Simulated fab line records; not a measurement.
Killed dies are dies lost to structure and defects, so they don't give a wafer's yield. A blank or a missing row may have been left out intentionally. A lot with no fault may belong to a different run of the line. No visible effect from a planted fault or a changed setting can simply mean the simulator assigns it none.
A single fault, viewed from 2 desks -- flow nand_harc -- numbers are kept per desk, each desk with only its own; the story behind them comes last

DESK OF THE TOOL OWNER: rie_metal-03
The tool's own readings at NHARC_A_WL_FILL_ETCHBACK_04 (etches the open film in NF3, target depth 60 nm, time 120 s): means of the sampled wafers that have a number, for each lot that ran on this tool. A lot is out of limits, marked OUT, if its mean lies more than 4 standard deviations from the usual mean; the brackets give that distance.
Columns: A = drypump_motor_current_A at NHARC_A_WL_FILL_ETCHBACK_04, usual 5.8 A; B = he_backside_leak_sccm at NHARC_A_WL_FILL_ETCHBACK_04, usual 3.33 sccm; C = oes_product_au at NHARC_A_WL_FILL_ETCHBACK_04, usual 1.002 a.u.; D = run_length_s at NHARC_A_WL_FILL_ETCHBACK_04, usual 141.4 s
lot,first seen here,A,B,C,D
L166,day 15 09:12,6.6,3.17,0.999,141.5
L172,day 17 02:46,6.3,3.13,1.001,157.6 (+44) OUT
L174,day 17 10:45,6.2,3.11,1.010,149.6 (+22) OUT
L176,day 17 21:12,6.4,3.10,1.000,153.8 (+34) OUT
This desk finds L172, L174, L176 out of limits, L172 being first, at day 17 02:46 (run_length_s at NHARC_A_WL_FILL_ETCHBACK_04). Within limits: L166.

AT THE METROLOGY DESK
Lot by lot, what the gauges showed, no matter which tool ran the lot: averages of those sampled wafers that carry a number. A lot is out of limits, marked OUT, if its mean lies more than 4 standard deviations from the usual mean; the brackets give that distance.
Columns: A = cd_nm at NHARC_A_SLIT_CD_MEAS_09, usual 300.1 nm
lot,first seen here,A
L166,day 14 14:02,300.5
L170,day 14 18:59,300.4
L167,day 14 19:55,300.2
L172,day 15 22:37,299.6
L174,day 16 11:02,300.0
L176,day 16 23:15,300.1
L180,day 17 21:17,300.4
L179,day 18 06:53,299.9
L185,day 18 21:59,299.4
L187,day 18 22:02,300.2
L184,day 18 23:58,299.2
L186,day 19 10:52,300.2
Finding of this desk: none of the 12 lots has anything out of limits.

PUT TOGETHER
The tool owner's desk could have raised an alarm at day 17 02:46, on L172, L174, L176.
The metrology desk saw nothing out of limits.
The metrology desk has L172, L174, L176 on record, within its limits.
All the named lots went through NHARC_A_WL_FILL_ETCHBACK_04 on rie_metal-03.

WHAT THE SIMULATOR HAD INSERTED
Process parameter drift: rie_metal-03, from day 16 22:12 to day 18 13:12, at NHARC_A_WL_FILL_ETCHBACK_04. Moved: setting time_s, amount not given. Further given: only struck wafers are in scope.
Struck lots among those shown: L172, L174, L176.
Each desk's first reading out of limits, in hours after the fault started: the tool owner's desk, 5.
